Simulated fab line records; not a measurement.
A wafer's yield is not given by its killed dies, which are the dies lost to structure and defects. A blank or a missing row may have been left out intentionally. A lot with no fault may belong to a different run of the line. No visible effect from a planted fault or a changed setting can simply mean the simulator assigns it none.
2 desks looking at one fault	flow nand-harc	each desk holds nothing but its own numbers, with what lay behind them at the end

THE DEFECT DESK
Per lot, the means of the sampled wafers with a number show what the inspections along the route counted. Marked OUT: a lot whose mean sits more than 4 standard deviations from the usual mean, which makes it out of limits; the brackets give that distance.
Columns: A = raw-defect-count at NHARC_A_M1_INSPECT_11, usual 89
lot	first seen here	A
L903	day 23 08:04	95
L904	day 23 12:41	83
L907	day 24 06:13	61
L911	day 27 12:10	72
L916	day 28 07:53	190
L915	day 28 10:44	244 (+4.2) OUT
L917	day 29 10:21	98
L919	day 30 00:01	39
L921	day 30 14:39	25
L924	day 31 13:08	59
L925	day 32 06:07	108
L926	day 32 10:07	72
This desk's verdict: out of limits on L915, starting with L915 at day 28 10:44 (raw-defect-count at NHARC_A_M1_INSPECT_11). L903, L904, L907, L911, L916, L917, L919, L921, L924, L925, L926 stayed within limits.

THE TOOL OWNER'S DESK: pecvd-02
The tool's own readings at NHARC_A_M0_PRE_CLEAN_31 (time 12 s): means of the sampled wafers that have a number, for each lot that ran on this tool. Marked OUT: a lot whose mean sits more than 4 standard deviations from the usual mean, which makes it out of limits; the brackets give that distance.
Columns: A = heater-power-w at NHARC_A_M0_PRE_CLEAN_31, usual 590 W
lot	first seen here	A
L903	day 23 06:39	605
L904	day 23 11:22	602
L907	day 24 04:53	638
L911	day 27 10:35	621
L916	day 28 06:26	619
L915	day 28 09:19	644
L924	day 31 11:43	671
L926	day 32 08:42	609
Finding of this desk: none of the 8 lots has anything out of limits.

PUT TOGETHER
The defect desk could have raised an alarm at day 28 10:44, on L915.
The desk of the tool owner found nothing out of limits.
Tool owner's desk: L915 on record, inside its limits.
The lots listed all ran NHARC_A_M0_PRE_CLEAN_31 on pecvd-02.

WHAT THE SIMULATOR PUT IN
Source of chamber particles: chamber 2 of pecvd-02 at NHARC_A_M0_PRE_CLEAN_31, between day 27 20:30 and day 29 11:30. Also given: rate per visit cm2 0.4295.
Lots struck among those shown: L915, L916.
Hours from the fault's start to each desk's first reading out of limits: the defect desk, 14.
